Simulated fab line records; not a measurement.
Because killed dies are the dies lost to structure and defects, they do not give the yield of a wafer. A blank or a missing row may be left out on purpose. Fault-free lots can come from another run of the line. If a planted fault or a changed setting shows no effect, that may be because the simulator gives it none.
Which tool did it? :: flow n5_finfet :: route of 1938 steps, sampled at 1 step: 9 lots, 27 wafers

== WHAT THE GAUGES READ, wafer by wafer ==
N5_BEOL_M4_RC_MEAS_101. Usual: DIBL_N 36.0 mV/V, standard deviation 2; DIBL_P 36.2 mV/V, standard deviation 2.2; IOFF_N 0.16 nA/um, standard deviation 0.034; IOFF_P 0.21 nA/um, standard deviation 0.04; ION_N 675 uA/um, standard deviation 12; ION_P 463 uA/um, standard deviation 7.2; SS_N 71.6 mV/dec, standard deviation 0.6; SS_P 73.3 mV/dec, standard deviation 0.67; VT_N 250 mV, standard deviation 3; VT_P -251 mV, standard deviation 3.4.
lot: L779
measured: day 8 20:47
on: prober-02
DIBL_N (mV/V): 33.9 35.8 33.0
DIBL_P (mV/V): 35.7 37.6 34.6
IOFF_N (nA/um): 0.13 0.15 0.11
IOFF_P (nA/um): 0.18 0.19 0.16
ION_N (uA/um): 667 680 648
ION_P (uA/um): 460 460 445
SS_N (mV/dec): 71.1 71.4 71.1
SS_P (mV/dec): 73.1 73.6 72.9
VT_N (mV): 251 248 255
VT_P (mV): -252 -253 -255
flag: 

lot: L782
measured: day 9 23:21
on: prober-02
DIBL_N (mV/V): 34.2 31.3 34.5
DIBL_P (mV/V): 32.2 29.9 33.6
IOFF_N (nA/um): 0.12 0.10 0.13
IOFF_P (nA/um): 0.14 0.12 0.16
ION_N (uA/um): 656 651 661
ION_P (uA/um): 450 447 454
SS_N (mV/dec): 71.6 70.8 70.8
SS_P (mV/dec): 72.6 72.2 72.6
VT_N (mV): 253 254 250
VT_P (mV): -257 -256 -257
flag: 

lot: L783
measured: day 10 01:47
on: prober-02
DIBL_N (mV/V): 35.0 35.8 33.0
DIBL_P (mV/V): 36.6 36.6 33.8
IOFF_N (nA/um): 0.15 0.16 0.13
IOFF_P (nA/um): 0.19 0.18 0.15
ION_N (uA/um): 669 675 671
ION_P (uA/um): 457 455 454
SS_N (mV/dec): 71.6 72.2 70.9
SS_P (mV/dec): 72.8 73.2 72.9
VT_N (mV): 250 249 252
VT_P (mV): -255 -254 -257
flag: 

lot: L785
measured: day 10 05:44
on: prober-01
DIBL_N (mV/V): 36.0 38.7 37.0
DIBL_P (mV/V): 34.2 37.7 36.6
IOFF_N (nA/um): 0.13 0.18 0.14
IOFF_P (nA/um): 0.16 0.20 0.19
ION_N (uA/um): 669 673 679
ION_P (uA/um): 453 453 460
SS_N (mV/dec): 71.8 72.5 72.0
SS_P (mV/dec): 73.8 73.7 73.5
VT_N (mV): 254 253 252
VT_P (mV): -255 -253 -254
flag: 

lot: L786
measured: day 10 11:44
on: prober-01
DIBL_N (mV/V): 34.5 34.3 34.4
DIBL_P (mV/V): 35.0 34.6 34.0
IOFF_N (nA/um): 0.14 0.13 0.13
IOFF_P (nA/um): 0.21 0.20 0.18
ION_N (uA/um): 673 668 670
ION_P (uA/um): 467 465 460
SS_N (mV/dec): 70.8 70.4 71.1
SS_P (mV/dec): 72.9 72.5 72.6
VT_N (mV): 249 252 252
VT_P (mV): -248 -251 -251
flag: 

lot: L792
measured: day 12 04:16
on: prober-01
DIBL_N (mV/V): 35.6 39.0 35.0
DIBL_P (mV/V): 35.2 39.3 34.8
IOFF_N (nA/um): 0.16 0.24 0.16
IOFF_P (nA/um): 0.23 0.31 0.22
ION_N (uA/um): 679 697 673
ION_P (uA/um): 463 477 461
SS_N (mV/dec): 71.4 72.2 71.5
SS_P (mV/dec): 73.3 74.0 73.1
VT_N (mV): 251 246 249
VT_P (mV): -246 -245 -247
flag: 

lot: L793
measured: day 12 05:36
on: prober-01
DIBL_N (mV/V): 37.9 37.9 36.9
DIBL_P (mV/V): 38.1 37.8 36.9
IOFF_N (nA/um): 0.19 0.19 0.17
IOFF_P (nA/um): 0.26 0.26 0.23
ION_N (uA/um): 691 697 681
ION_P (uA/um): 474 472 464
SS_N (mV/dec): 72.3 72.0 71.6
SS_P (mV/dec): 73.6 73.1 73.2
VT_N (mV): 248 245 248
VT_P (mV): -245 -245 -249
flag: 

lot: L799
measured: day 13 23:46
on: prober-01
DIBL_N (mV/V): 39.8 35.9 35.3
DIBL_P (mV/V): 39.3 36.6 35.1
IOFF_N (nA/um): 0.24 0.17 0.15
IOFF_P (nA/um): 0.29 0.23 0.21
ION_N (uA/um): 696 690 669
ION_P (uA/um): 470 464 467
SS_N (mV/dec): 72.4 71.0 71.4
SS_P (mV/dec): 74.2 72.5 72.7
VT_N (mV): 243 247 251
VT_P (mV): -246 -247 -252
flag: 

lot: L795
measured: day 14 00:33
on: prober-01
DIBL_N (mV/V): 33.4 39.1 38.7
DIBL_P (mV/V): 32.6 40.0 39.9
IOFF_N (nA/um): 0.12 0.22 0.21
IOFF_P (nA/um): 0.18 0.32 0.30
ION_N (uA/um): 668 695 685
ION_P (uA/um): 465 480 468
SS_N (mV/dec): 70.8 72.0 72.5
SS_P (mV/dec): 72.4 74.7 74.8
VT_N (mV): 254 245 247
VT_P (mV): -252 -243 -247
flag: 

== TOOL THAT RAN EACH LOT (tool first, then ch and the chambers of the sampled wafers, then the start) ==
No process step before these readings appears in the record.

== WHAT THE TOOLS THEMSELVES READ (means of the sampled wafers that have a number; where no wafer has one, the mark that the record gives instead) ==
The record holds no such reading with a usual standard deviation.

== THE ANSWER, worked out from the rows above alone ==
Rule: a lot counts as off when the mean over its wafers that have a number is more than 3 standard deviations away from the usual mean. A lot without any number at a reading at which 4 lots or more have one is off too. The other lots that the step has rows for count as sound. First the gauges in route order, then the tools' own readings, where a lot's mean is used as printed above. At the first step where some lot is off, the reading lying furthest off is the one used; lots without a number count as furthest.
No lot is off on any of the readings shown, so nothing can be concluded from this.

== WHAT HAD BEEN PUT IN BY THE SIMULATOR ==
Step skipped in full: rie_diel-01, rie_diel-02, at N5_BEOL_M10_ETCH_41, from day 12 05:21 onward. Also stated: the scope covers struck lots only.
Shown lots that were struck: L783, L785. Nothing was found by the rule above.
